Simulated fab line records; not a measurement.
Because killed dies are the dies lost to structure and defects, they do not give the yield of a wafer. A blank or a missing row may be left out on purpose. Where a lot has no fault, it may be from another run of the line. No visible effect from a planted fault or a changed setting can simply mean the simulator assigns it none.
fab line records	flow nandHarc
record: lots: 24	wafers: 72	lastDay: 32
route steps=1302 shown A_CONTACT@1019 A_M0@1151
lots that met no fault: taken from a fault-free run of the same line
startH: hours from the record's opening day to when the first of the lot's shown wafers began	waitH: hours from the lot's prior step to this one	" as in the row above	L1.1+2: a single row standing in for several wafers	- no value, or no start was given	* or withheld: withheld	< > ~ a bound
route shown NAME@n: a module of which the file shows steps, and the number in the route of the first	usual: the fault-free wafers' mean and standard deviation	same: alike in all rows	chamber/n: place in a boat	sites: per-site readings	_std_site: the standard deviation of these	_edge_site: inner sites' mean taken away from outer sites' mean	radiusMm: how far each site lies from the wafer's centre	mask NAME#n: copy n	behind: the tool/chamber that last shaped the wafer	hold: reason for holding the lot/hours on hold/outcome of the hold	device: whichever transistor did not switch (one of n, p or np)	end of line: the tests these same wafers got at the end of their route	a step without rows: its recipe alone	killed: dies that structure and defects cost at the first sort, which is not the same as the wafer's yield	map: a wafer's dies, marking killed ones x, the rest . and places with no die _
set.NAME: the run value of the setting; set.NAME@STEP: its run value at that earlier step	model.NAME: the simulator's own value behind a step, which no gauge read
steps of the route over a sample of lots; a table a step, a row a wafer
services: from which hour (startH, from the record's first day; less than 0 if before it) a tool's chamber was out of use, for how many hours, and why
== steps ==
step: NHARC_A_CONTACT_ETCH_96
recipe: targetDepthA: 200	overEtchFrac: 0.5	timeS: 10	ionEnergyEv: 250	c4f6FlowSccm: 25	o2FlowSccm: 20	arFlowSccm: 500	rfW: 600	biasW: 500	chemistry: C4F6/O2
usual: drypumpMotorCurrentA: 5.7/0.41	oesProductAu: 0.968/0.025	rfVppV: 545/3.4	showerheadPlenumPTorr: 3.85/0.16	throttleValvePct: 26.904/0.0091
lot.wafer	tool	chamber	startH	waitH	drypumpMotorCurrentA	oesProductAu	rfHoursCounterH	rfVppV	showerheadPlenumPTorr	throttleValvePct
L074.2	rieDiel-01	2	-	-	5.9	0.957	38	552	4.10	26.902
L074.3	"	3	"	"	5.6	0.962	37	549	4.03	26.921
L074.6	"	1	"	"	5.8	0.945	-	541	3.65	26.900
L075.3	rieDiel-01	3	-	-	5.6	0.951	39	548	4.03	26.893
L075.6	"	3	"	"	5.6	0.945	-	550	4.03	26.906
L075.5	"	0	"	"	4.9	0.945	-	544	3.84	26.901
L076.4	rieDiel-02	2	-	-	5.4	0.948	17	544	3.77	26.911
L076.2	"	0	"	"	5.7	0.931	21	542	3.66	26.907
L076.5	"	2	"	"	5.4	0.943	-	544	3.77	26.910
L078.1	rieDiel-02	1	-	-	6.2	1.002	21	545	3.80	26.890
L078.4	"	3	"	"	5.9	1.001	20	546	3.81	26.905
L078.6	"	0	"	"	5.7	0.990	-	542	3.66	26.904
L079.2	rieDiel-02	0	-	-	5.7	0.969	24	543	3.65	26.890
L079.3	"	1	"	"	6.2	0.967	24	544	3.80	26.896
L079.6	"	0	"	"	5.7	0.964	-	542	3.65	26.902
L077.4	rieDiel-02	2	-	-	5.4	0.990	21	543	3.77	26.902
L077.3	"	1	"	"	6.2	1.012	24	543	3.80	26.921
L077.5	"	2	"	"	5.4	0.988	-	545	3.77	26.911
L080.3	rieDiel-02	0	-	-	5.7	0.989	25	543	3.65	26.901
L080.1	"	1	"	"	6.1	0.998	24	545	3.80	26.907
L080.5	"	0	"	"	5.7	0.979	-	540	3.65	26.904
L081.4	rieDiel-07	2	-	-	6.1	0.951	41	549	4.01	26.902
L081.1	"	0	"	"	4.8	0.973	20	550	4.02	26.914
L081.6	"	2	"	"	6.1	0.939	-	548	4.01	26.887
L082.2	rieDiel-02	3	-	-	5.9	0.948	1	545	3.81	26.915
L082.3	"	0	"	"	5.7	0.976	1	541	3.65	26.917
L082.4	"	1	"	"	6.2	0.975	1	543	3.79	26.906
L083.2	rieDiel-07	2	-	-	6.1	0.929	45	547	4.01	26.905
L083.1	"	0	"	"	4.8	0.946	24	550	4.01	26.908
L083.6	"	2	"	"	6.1	0.927	-	549	4.01	26.905
L084.1	rieDiel-02	1	-	-	6.2	1.010	3	546	3.79	26.913
L084.2	"	2	"	"	5.4	0.994	3	545	3.76	26.899
L084.4	"	3	"	"	5.9	0.987	3	544	3.81	26.920
L085.1	rieDiel-02	0	-	-	5.7	0.962	5	541	3.65	26.903
L085.3	"	1	"	"	6.2	0.966	4	545	3.79	26.907
L085.6	"	3	"	"	5.8	0.950	-	543	3.81	26.886
L086.2	rieDiel-07	1	-	-	5.7	0.930	47	553	4.16	26.905
L086.3	"	2	"	"	6.1	0.928	52	549	4.00	26.906
L086.6	"	1	"	"	5.7	0.940	-	552	4.16	26.903
L087.3	rieDiel-07	1	597.46	0.1	5.7	0.956	47	552	4.16	26.898
L087.2	"	2	"	"	6.1	0.938	53	548	4.00	26.911
L087.1	"	3	"	"	4.7	0.950	55	544	3.74	26.896
L088.2	rieDiel-01	3	-	-	5.5	1.008	18	550	4.01	26.912
L088.4	"	1	"	"	5.8	1.008	23	552	4.21	26.895
L088.5	"	2	"	"	5.9	1.012	-	551	4.07	26.905
L089.3	rieDiel-02	3	-	-	5.8	0.968	11	546	3.80	26.904
L089.4	"	1	"	"	6.2	0.986	9	544	3.79	26.908
L089.6	"	0	"	"	5.7	0.973	-	542	3.65	26.902
L090.4	rieDiel-02	3	-	-	5.9	0.968	14	543	3.80	26.890
L090.3	"	1	"	"	6.2	0.971	11	544	3.79	26.907
L090.6	"	3	"	"	5.8	0.968	-	544	3.80	26.889
L092.3	rieDiel-02	3	647.11	0.1	5.9	0.996	18	542	3.80	26.912
L092.6	"	2	"	"	5.4	1.000	-	543	3.75	26.900
L092.5	"	3	"	"	5.9	1.001	-	543	3.80	26.915
L091.1	rieDiel-01	1	-	-	5.9	0.954	34	553	4.21	26.906
L091.5	"	2	"	"	5.9	0.954	-	550	4.06	26.899
L091.6	"	3	"	"	5.5	0.941	-	547	4.00	26.915
L094.4	rieDiel-02	3	-	-	5.9	0.948	22	545	3.80	26.898
L094.6	"	1	"	"	6.2	0.954	-	544	3.78	26.907
L094.5	"	2	"	"	5.4	0.936	-	544	3.75	26.902
L093.2	rieDiel-01	1	-	-	5.8	0.957	39	553	4.20	26.903
L093.4	"	2	"	"	5.9	0.962	38	550	4.06	26.893
L093.3	"	3	"	"	5.6	0.939	38	549	4.00	26.918
L096.1	rieDiel-02	0	-	-	5.7	0.951	18	541	3.64	26.909
L096.2	"	2	"	"	5.4	0.924	23	544	3.75	26.920
L096.4	"	3	"	"	5.8	0.927	24	544	3.79	26.916
L095.2	rieDiel-07	0	-	-	4.8	0.987	20	549	3.99	26.888
L095.4	"	1	"	"	5.7	0.997	18	550	4.14	26.899
L095.5	"	2	"	"	6.1	1.002	-	549	3.99	26.910
L097.2	rieDiel-02	3	-	-	5.9	0.993	27	545	3.79	26.902
L097.1	"	0	"	"	5.7	1.001	20	540	3.64	26.901
L097.3	"	2	"	"	5.4	0.999	26	544	3.75	26.903
step: NHARC_A_CONTACT_DEP_58
recipe: targetThkA: 900	targetThkNm: 90	tempC: 400	pressureTorr: 3.5	flowSccm: 200	rfW: 350	material: SiON
usual: heaterPowerW: 725/68
lot.wafer	tool	chamber	startH	waitH	heaterPowerW
L074.2	pecvd-04	2	477.24	2.2	633
L074.3	"	1	"	"	622
L074.6	"	1	"	"	661
L075.3	pecvd-01	1	486.01	1.6	775
L075.5	"	0	"	"	696
L075.6	"	2	"	"	718
L076.2	pecvd-03	2	502.95	2.2	642
L076.5	"	2	"	"	667
L076.4	"	0	"	"	785
L078.1	pecvd-03	2	503.60	2.8	708
L078.4	"	2	"	"	721
L078.6	"	0	"	"	796
L077.3	pecvd-04	1	531.83	1.7	626
L077.4	"	2	"	"	579
L077.5	"	1	"	"	658
L079.3	pecvd-04	0	533.87	2.0	764
L079.2	"	1	"	"	586
L079.6	"	1	"	"	585
L080.3	pecvd-04	2	537.11	1.7	719
L080.1	"	0	"	"	831
L080.5	"	2	"	"	710
L081.1	pecvd-04	2	560.55	2.8	646
L081.4	"	1	"	"	630
L081.6	"	2	"	"	641
L082.3	pecvd-04	0	567.42	1.6	741
L082.2	"	1	"	"	556
L082.4	"	2	"	"	714
L083.2	pecvd-03	2	577.27	2.2	802
L083.1	"	0	"	"	793
L083.6	"	1	"	"	643
L084.1	pecvd-03	2	581.16	2.7	651
L084.2	"	0	"	"	828
L084.4	"	1	"	"	741
L085.1	pecvd-03	1	585.60	2.7	749
L085.3	"	2	"	"	805
L085.6	"	2	"	"	645
L086.2	pecvd-03	0	599.75	2.2	743
L086.3	"	1	"	"	759
L086.6	"	0	"	"	746
L087.1	pecvd-01	2	604.82	2.7	729
L087.3	"	0	"	"	809
L087.2	"	1	"	"	718
L088.2	pecvd-01	2	611.86	2.2	709
L088.4	"	1	"	"	755
L088.5	"	2	"	"	745
L089.3	pecvd-03	1	613.72	1.6	718
L089.4	"	1	"	"	706
L089.6	"	2	"	"	788
L090.3	pecvd-01	1	620.97	1.7	753
L090.6	"	0	"	"	697
L090.4	"	1	"	"	750
L092.3	pecvd-04	1	651.52	1.8	596
L092.5	"	1	"	"	621
L092.6	"	2	"	"	756
L091.1	pecvd-04	1	654.13	2.7	639
L091.5	"	1	"	"	649
L091.6	"	2	"	"	745
L094.5	pecvd-01	2	679.44	0.6	670
L094.6	"	0	"	"	800
L094.4	"	1	"	"	731
L093.2	pecvd-03	2	679.66	2.2	713
L093.3	"	0	"	"	818
L093.4	"	1	"	"	666
L096.1	pecvd-03	2	693.13	2.7	675
L096.2	"	0	"	"	801
L096.4	"	0	"	"	799
L095.2	pecvd-03	1	696.40	2.2	743
L095.4	"	0	"	"	782
L095.5	"	2	"	"	773
L097.2	pecvd-03	1	704.68	2.2	712
L097.1	"	2	"	"	669
L097.3	"	0	"	"	795
step: NHARC_A_CONTACT_ETCH_124
recipe: sourceW: withheld	pressureMtorr: 20	biasV: withheld	timeS: 140	targetDepthA: 7000	arFlowSccm: withheld	c4f8FlowSccm: withheld	o2FlowSccm: withheld	chemistry: C4F8/O2/Ar
lot.wafer	tool	chamber	startH	waitH	rfHoursCounterH
L074.2	harCapEtch-02	1	480.44	-	87
L074.3	"	0	"	"	-
L074.6	"	1	"	"	-
L075.3	harCapEtch-03	0	488.55	-	-
L075.5	"	0	"	"	-
L075.6	"	1	"	"	-
L076.2	harCapEtch-01	0	505.44	-	4
L076.4	"	0	"	"	-
L076.5	"	1	"	"	-
L078.1	harCapEtch-03	0	505.94	-	51
L078.4	"	1	"	"	-
L078.6	"	1	"	"	-
L077.3	harCapEtch-03	1	534.48	-	-
L077.4	"	0	"	"	-
L077.5	"	1	"	"	-
L079.2	harCapEtch-02	0	536.21	-	95
L079.3	"	1	"	"	-
L079.6	"	0	"	"	-
L080.1	harCapEtch-01	1	539.44	-	9
L080.3	"	1	"	"	-
L080.5	"	1	"	"	-
L081.1	harCapEtch-01	0	563.00	-	12
L081.4	"	0	"	"	-
L081.6	"	1	"	"	-
L082.2	harCapEtch-02	1	569.92	-	100
L082.3	"	0	"	"	-
L082.4	"	1	"	"	-
L083.2	harCapEtch-03	1	579.72	-	64
L083.1	"	0	"	"	64
L083.6	"	0	"	"	-
L084.2	harCapEtch-01	1	583.52	-	18
L084.1	"	0	"	"	18
L084.4	"	0	"	"	-
L085.1	harCapEtch-02	1	588.03	-	104
L085.3	"	0	"	"	-
L085.6	"	0	"	"	-
L086.2	harCapEtch-03	1	602.40	-	69
L086.3	"	0	"	"	-
L086.6	"	1	"	"	-
L087.1	harCapEtch-02	0	607.28	-	110
L087.2	"	1	"	"	110
L087.3	"	1	"	"	-
L088.2	harCapEtch-02	0	614.28	-	112
L088.4	"	1	"	"	-
L088.5	"	1	"	"	-
L089.4	harCapEtch-03	0	616.62	-	-
L089.3	"	1	"	"	-
L089.6	"	0	"	"	-
L090.4	harCapEtch-01	1	623.51	-	-
L090.3	"	0	"	"	-
L090.6	"	0	"	"	-
L092.3	harCapEtch-02	1	654.34	-	-
L092.6	"	1	"	"	-
L092.5	"	0	"	"	-
L091.1	harCapEtch-03	0	656.46	-	79
L091.6	"	0	"	"	-
L091.5	"	1	"	"	-
L094.4	harCapEtch-02	0	681.85	-	-
L094.6	"	0	"	"	-
L094.5	"	1	"	"	-
L093.2	harCapEtch-03	0	682.13	-	83
L093.4	"	0	"	"	-
L093.3	"	1	"	"	-
L096.2	harCapEtch-02	0	695.58	-	123
L096.1	"	1	"	"	123
L096.4	"	1	"	"	-
L095.2	harCapEtch-01	0	698.83	-	39
L095.4	"	1	"	"	-
L095.5	"	0	"	"	-
L097.1	harCapEtch-03	0	707.13	-	88
L097.2	"	1	"	"	88
L097.3	"	1	"	"	-
step: NHARC_A_CONTACT_CD_MEAS_80
usual: cdNm: 289.5/1
lot.wafer	tool	chamber	startH	waitH	cdNm
L074.2	cdSem-03	-	483.04	-	291.2
L074.3	"	-	"	"	291.1
L074.6	"	-	"	"	290.9
L075.3	cdSem-03	-	491.76	-	290.1
L075.5	"	-	"	"	288.7
L075.6	"	-	"	"	289.3
L076.2	cdSem-01	-	508.03	-	289.4
L076.4	"	-	"	"	290.4
L076.5	"	-	"	"	290.3
L078.1	cdSem-01	-	509.22	-	288.6
L078.4	"	-	"	"	288.5
L078.6	"	-	"	"	288.1
L077.3	cdSem-03	-	537.74	-	289.9
L077.4	"	-	"	"	290.9
L077.5	"	-	"	"	290.9
L079.2	cdSem-01	-	538.86	-	290.2
L079.3	"	-	"	"	290.2
L079.6	"	-	"	"	289.6
L080.1	cdSem-02	-	542.22	-	289.9
L080.3	"	-	"	"	289.8
L080.5	"	-	"	"	289.9
L081.1	cdSem-01	-	565.58	-	289.2
L081.4	"	-	"	"	290.0
L081.6	"	-	"	"	289.5
L082.2	cdSem-02	-	572.51	-	289.5
L082.3	"	-	"	"	289.6
L082.4	"	-	"	"	290.1
L083.1	cdSem-01	-	582.44	-	288.2
L083.2	"	-	"	"	289.4
L083.6	"	-	"	"	288.4
L084.1	cdSem-03	-	586.16	-	288.3
L084.2	"	-	"	"	288.3
L084.4	"	-	"	"	287.8
L085.1	cdSem-03	-	590.65	-	288.3
L085.3	"	-	"	"	288.2
L085.6	"	-	"	"	289.1
L086.2	cdSem-01	-	604.99	-	290.7
L086.3	"	-	"	"	289.6
L086.6	"	-	"	"	289.9
L087.1	cdSem-03	-	609.89	-	290.2
L087.2	"	-	"	"	290.0
L087.3	"	-	"	"	290.8
L088.2	cdSem-02	-	616.99	-	289.9
L088.4	"	-	"	"	289.4
L088.5	"	-	"	"	290.1
L089.3	cdSem-03	-	619.18	-	290.3
L089.4	"	-	"	"	289.8
L089.6	"	-	"	"	290.2
L090.3	cdSem-03	-	626.06	-	286.9
L090.4	"	-	"	"	286.5
L090.6	"	-	"	"	286.4
L092.3	cdSem-02	-	656.94	-	288.8
L092.5	"	-	"	"	289.1
L092.6	"	-	"	"	289.8
L091.1	cdSem-02	-	659.12	-	289.9
L091.5	"	-	"	"	290.3
L091.6	"	-	"	"	289.7
L094.4	cdSem-03	-	684.40	-	290.6
L094.5	"	-	"	"	290.7
L094.6	"	-	"	"	290.6
L093.2	cdSem-01	-	684.90	-	290.2
L093.3	"	-	"	"	289.7
L093.4	"	-	"	"	290.8
L096.1	cdSem-02	-	698.30	-	290.0
L096.2	"	-	"	"	290.2
L096.4	"	-	"	"	290.2
L095.2	cdSem-02	-	701.45	-	288.3
L095.4	"	-	"	"	288.8
L095.5	"	-	"	"	289.0
L097.1	cdSem-03	-	709.75	-	290.0
L097.2	"	-	"	"	290.2
L097.3	"	-	"	"	289.7
step: NHARC_A_CONTACT_OVL_MEAS_09
usual: overlayXNm: 0.3/0.9	overlayYNm: 0.1/0.85
lot.wafer	tool	chamber	startH	waitH	overlayXNm	overlayYNm
L074.2	overlay-01	-	489.52	-	-1.1	-0.9
L074.3	"	-	"	"	-0.8	-0.8
L074.6	"	-	"	"	-0.9	-0.4
L075.3	overlay-02	-	496.53	-	1.6	0.7
L075.5	"	-	"	"	1.6	1.2
L075.6	"	-	"	"	1.4	1.0
L076.2	overlay-01	-	512.39	-	0.7	0.5
L076.4	"	-	"	"	1.0	1.2
L076.5	"	-	"	"	0.4	1.7
L078.1	overlay-01	-	513.25	-	0.6	-0.2
L078.4	"	-	"	"	0.0	0.0
L078.6	"	-	"	"	0.0	0.0
L077.3	overlay-02	-	541.53	-	0.3	0.0
L077.4	"	-	"	"	-0.1	0.0
L077.5	"	-	"	"	0.3	-0.1
L080.1	overlay-02	-	546.08	-	0.0	0.6
L080.3	"	-	"	"	0.2	0.1
L080.5	"	-	"	"	0.2	0.2
L079.2	overlay-01	-	546.50	-	-0.1	-0.9
L079.3	"	-	"	"	-0.5	-1.0
L079.6	"	-	"	"	-0.1	-1.0
L081.1	overlay-02	-	571.85	-	-1.7	-0.2
L081.4	"	-	"	"	-0.8	0.4
L081.6	"	-	"	"	-1.3	0.2
L082.2	overlay-01	-	577.57	-	-0.2	0.1
L082.3	"	-	"	"	0.2	1.1
L082.4	"	-	"	"	0.1	0.7
L083.1	overlay-02	-	588.10	-	0.6	0.4
L083.2	"	-	"	"	0.9	0.8
L083.6	"	-	"	"	0.9	0.1
L084.1	overlay-01	-	592.55	-	0.8	0.1
L084.2	"	-	"	"	0.6	-0.1
L084.4	"	-	"	"	0.8	0.0
L085.1	overlay-02	-	596.09	-	0.1	0.4
L085.3	"	-	"	"	0.2	0.8
L085.6	"	-	"	"	0.5	0.6
L086.2	overlay-02	-	612.11	-	0.6	-1.0
L086.3	"	-	"	"	1.1	-1.2
L086.6	"	-	"	"	1.4	-0.4
L087.1	overlay-02	-	614.33	-	0.5	1.5
L087.2	"	-	"	"	-0.3	1.5
L087.3	"	-	"	"	1.1	1.5
L088.2	overlay-02	-	620.48	-	0.5	1.3
L088.4	"	-	"	"	0.0	0.8
L088.5	"	-	"	"	-0.3	1.1
L089.3	overlay-01	-	622.69	-	-0.2	0.7
L089.4	"	-	"	"	0.1	0.3
L089.6	"	-	"	"	0.1	1.4
L090.3	overlay-02	-	629.58	-	2.9	-1.1
L090.4	"	-	"	"	2.7	-1.4
L090.6	"	-	"	"	3.1	-1.1
L092.3	overlay-02	-	661.34	-	1.6	1.0
L092.5	"	-	"	"	1.7	0.8
L092.6	"	-	"	"	2.1	1.2
L091.1	overlay-01	-	663.62	-	0.5	-0.5
L091.5	"	-	"	"	0.5	0.5
L091.6	"	-	"	"	0.3	-1.0
L094.4	overlay-01	-	690.35	-	-1.3	1.2
L094.5	"	-	"	"	-0.9	1.2
L094.6	"	-	"	"	-0.7	1.9
L093.2	overlay-01	-	691.96	-	0.0	0.6
L093.3	"	-	"	"	-0.4	0.6
L093.4	"	-	"	"	-0.1	0.9
L096.1	overlay-02	-	703.40	-	0.1	-0.9
L096.2	"	-	"	"	-0.1	-0.8
L096.4	"	-	"	"	0.2	-0.6
L095.2	overlay-01	-	707.23	-	-0.4	-0.6
L095.4	"	-	"	"	0.0	-0.7
L095.5	"	-	"	"	-0.6	-1.0
L097.1	overlay-01	-	713.50	-	1.1	-0.7
L097.2	"	-	"	"	0.5	-1.1
L097.3	"	-	"	"	0.9	-0.6
step: NHARC_A_M0_ETCH_34
recipe: targetDepthA: 400	overetchA: 120	timeS: 43.94	ionEnergyEv: 200	n2FlowSccm: 150	h2FlowSccm: 150	arFlowSccm: 0	rfW: 400	biasW: 150	chemistry: N2/H2
usual: drypumpMotorCurrentA: 5.6/0.39	n2FlowSccm: 150.0/0.45	oesProductAu: 0.998/0.01	rfVppV: 430.4/2.2	showerheadPlenumPTorr: 2.04/0.072	throttleValvePct: 14.172/0.0082
lot.wafer	tool	chamber	startH	waitH	drypumpMotorCurrentA	n2FlowSccm	oesProductAu	rfHoursCounterH	rfVppV	showerheadPlenumPTorr	throttleValvePct
L074.3	rieDiel-03	1	500.59	0.1	5.2	150.4	0.981	2.9	433.2	2.17	14.178
L074.2	"	2	"	"	5.2	149.9	0.986	2.8	432.7	2.07	14.175
L074.6	"	0	"	"	5.3	149.9	0.983	-	433.1	2.13	14.180
L075.3	rieDiel-04	0	507.45	0.1	5.2	150.3	1.000	5.3	429.4	2.05	14.176
L075.6	"	2	"	"	5.7	149.8	1.019	-	426.1	1.94	14.172
L075.5	"	3	"	"	4.8	150.0	0.993	-	428.2	1.95	14.185
L076.4	rieDiel-04	1	522.95	0.1	5.9	149.6	0.996	0.7	430.1	1.97	14.160
L076.2	"	2	"	"	5.8	150.1	1.004	0.8	426.8	1.94	14.156
L076.5	"	1	"	"	6.0	149.6	0.998	-	428.6	1.97	14.179
L078.4	rieDiel-04	1	524.17	0.1	5.9	150.6	0.985	0.8	428.4	1.97	14.181
L078.1	"	3	"	"	4.8	149.2	0.985	0.7	427.4	1.95	14.179
L078.6	"	1	"	"	6.0	150.4	1.000	-	429.2	1.97	14.183
L077.3	rieDiel-03	3	552.30	0.1	5.5	149.4	1.006	6.6	430.0	2.01	14.177
L077.4	"	1	"	"	5.2	150.2	0.990	-	433.2	2.17	14.164
L077.5	"	3	"	"	5.5	149.3	0.991	-	428.8	2.01	14.161
L080.3	rieDiel-04	1	556.90	0.1	5.9	150.0	0.994	4.8	428.5	1.97	14.182
L080.1	"	2	"	"	5.7	149.7	0.996	5.0	427.7	1.93	14.172
L080.5	"	1	"	"	5.9	150.3	0.995	-	428.8	1.97	14.173
L079.2	rieDiel-04	3	557.26	0.1	4.8	150.1	0.980	4.3	429.7	1.95	14.182
L079.3	"	0	"	"	5.1	150.2	1.016	4.1	431.5	2.05	14.168
L079.6	"	2	"	"	5.7	150.0	1.008	-	427.3	1.93	14.175
L081.1	rieDiel-05	3	582.37	0.1	5.7	149.9	1.005	1.2	432.0	2.08	14.192
L081.4	"	0	"	"	6.2	150.2	0.989	1.5	430.5	1.97	14.179
L081.6	"	0	"	"	6.2	149.9	0.985	-	428.4	1.97	14.178
L082.3	rieDiel-05	3	588.24	0.1	5.7	151.1	1.009	1.3	430.8	2.08	14.171
L082.4	"	0	"	"	6.1	150.2	0.989	1.6	428.2	1.97	14.162
L082.2	"	1	"	"	5.8	149.7	0.998	1.4	433.0	2.11	14.174
L083.1	rieDiel-05	1	598.49	0.1	5.8	150.1	1.009	1.6	432.0	2.10	14.170
L083.2	"	2	"	"	5.8	149.1	1.013	1.3	433.7	2.12	14.173
L083.6	"	2	"	"	5.8	149.6	1.013	-	432.7	2.12	14.166
L084.1	rieDiel-05	1	603.52	0.1	5.8	150.2	0.995	1.6	432.6	2.11	14.186
L084.2	"	3	"	"	5.7	150.6	0.985	1.5	432.2	2.08	14.180
L084.4	"	0	"	"	6.1	149.6	0.976	1.8	428.8	1.97	14.158
L085.1	rieDiel-04	3	606.81	0.1	4.8	150.4	0.983	6.4	428.6	1.95	14.163
L085.3	"	1	"	"	5.9	150.1	0.987	7.4	427.4	1.96	14.164
L085.6	"	0	"	"	5.1	149.9	1.013	-	431.2	2.05	14.164
L086.2	rieDiel-04	3	623.26	0.1	4.8	150.2	0.984	7.4	427.7	1.95	14.178
L086.3	"	1	"	"	5.9	150.2	0.994	8.6	428.2	1.96	14.184
L086.6	"	0	"	"	5.2	149.2	1.002	-	431.6	2.05	14.171
L087.1	rieDiel-05	3	625.38	0.1	5.8	150.2	0.997	3.0	431.5	2.08	14.162
L087.2	"	0	"	"	6.2	149.2	0.988	3.1	428.7	1.97	14.164
L087.3	"	1	"	"	5.8	149.2	1.009	2.6	431.3	2.11	14.163
L088.2	rieDiel-05	0	630.87	0.1	6.2	149.5	0.985	3.4	429.1	1.97	14.161
L088.4	"	1	"	"	5.8	149.8	1.005	2.9	432.9	2.10	14.177
L088.5	"	3	"	"	5.7	150.0	0.999	-	431.4	2.08	14.175
L089.3	rieDiel-03	2	633.20	0.1	5.2	150.8	1.000	1.1	431.5	2.06	14.178
L089.4	"	3	"	"	5.5	150.1	1.003	0.8	429.4	2.00	14.177
L089.6	"	1	"	"	5.2	149.7	1.006	-	432.4	2.17	14.173
L090.3	rieDiel-03	3	640.12	0.1	5.5	150.7	1.005	1.9	427.0	2.01	14.177
L090.4	"	1	"	"	5.2	150.1	0.999	1.7	435.1	2.17	14.166
L090.6	"	3	"	"	5.5	150.0	0.999	-	430.0	2.00	14.174
L092.3	rieDiel-05	2	671.84	0.1	5.8	150.3	1.007	5.3	432.6	2.12	14.169
L092.5	"	3	"	"	5.7	149.3	0.994	-	430.9	2.08	14.166
L092.6	"	0	"	"	6.2	150.8	0.988	-	427.8	1.97	14.164
L091.1	rieDiel-04	1	674.24	0.1	6.0	149.9	1.008	10.9	427.9	1.96	14.180
L091.5	"	0	"	"	5.2	150.1	1.010	-	432.2	2.05	14.183
L091.6	"	1	"	"	5.9	149.4	0.990	-	428.7	1.96	14.169
L094.4	rieDiel-05	3	700.79	0.1	5.7	149.9	0.997	8.1	430.1	2.07	14.170
L094.6	"	3	"	"	5.7	149.6	0.997	-	430.9	2.07	14.161
L094.5	"	0	"	"	6.2	150.3	0.989	-	428.3	1.97	14.171
L093.3	rieDiel-03	1	702.36	0.1	5.2	150.3	1.017	5.1	434.5	2.16	14.163
L093.4	"	2	"	"	5.2	150.8	0.991	4.4	432.0	2.06	14.166
L093.2	"	3	"	"	5.5	149.9	1.003	4.7	429.8	2.00	14.183
L096.1	rieDiel-05	1	714.68	0.1	5.8	149.7	1.013	6.9	431.4	2.10	14.174
L096.2	"	3	"	"	5.7	149.8	0.996	8.2	430.6	2.08	14.171
L096.4	"	0	"	"	6.2	149.9	0.991	8.2	428.7	1.97	14.173
L095.4	rieDiel-04	0	718.95	0.1	5.2	150.2	0.998	1.3	431.4	2.05	14.170
L095.2	"	3	"	"	4.8	150.0	0.980	1.0	427.6	1.95	14.161
L095.5	"	0	"	"	5.1	150.2	0.993	-	430.0	2.05	14.162
L097.2	rieDiel-05	3	724.91	0.1	5.8	150.6	1.000	9.3	431.7	2.07	14.180
L097.1	"	0	"	"	6.2	150.2	0.995	9.3	427.5	1.97	14.153
L097.3	"	2	"	"	5.8	149.3	1.001	7.8	432.1	2.12	14.174
== services ==
tool	chamber	startH	hours	kind
rieDiel-02	2	449.30	12.6	repair
rieDiel-07	3	449.57	8.4	repair
rieDiel-04	2	449.60	5.0	repair
rieDiel-04	3	453.37	4.6	repair
rieDiel-05	2	455.23	1.5	repair
pecvd-01	-	468.26	13.0	pm
harCapEtch-01	-	473.00	17.0	pm
rieDiel-04	-	508.03	9.0	pm
rieDiel-05	0	526.73	8.2	repair
pecvd-03	-	527.85	13.0	pm
rieDiel-02	-	546.98	9.0	pm
rieDiel-05	-	559.60	9.0	pm
rieDiel-04	-	568.34	0.2	repair
rieDiel-05	3	589.82	5.5	repair
pecvd-03	-	602.45	2.7	repair
pecvd-04	-	607.49	13.0	pm
rieDiel-04	3	624.27	2.4	repair
pecvd-03	-	629.73	1.5	repair
harCapEtch-03	-	638.46	0.5	repair
rieDiel-02	0	642.01	23.0	repair
rieDiel-04	-	685.03	9.0	pm
pecvd-04	2	700.54	2.5	repair
pecvd-03	-	708.85	13.0	pm
rieDiel-02	-	723.98	9.0	pm
== key ==
fault none
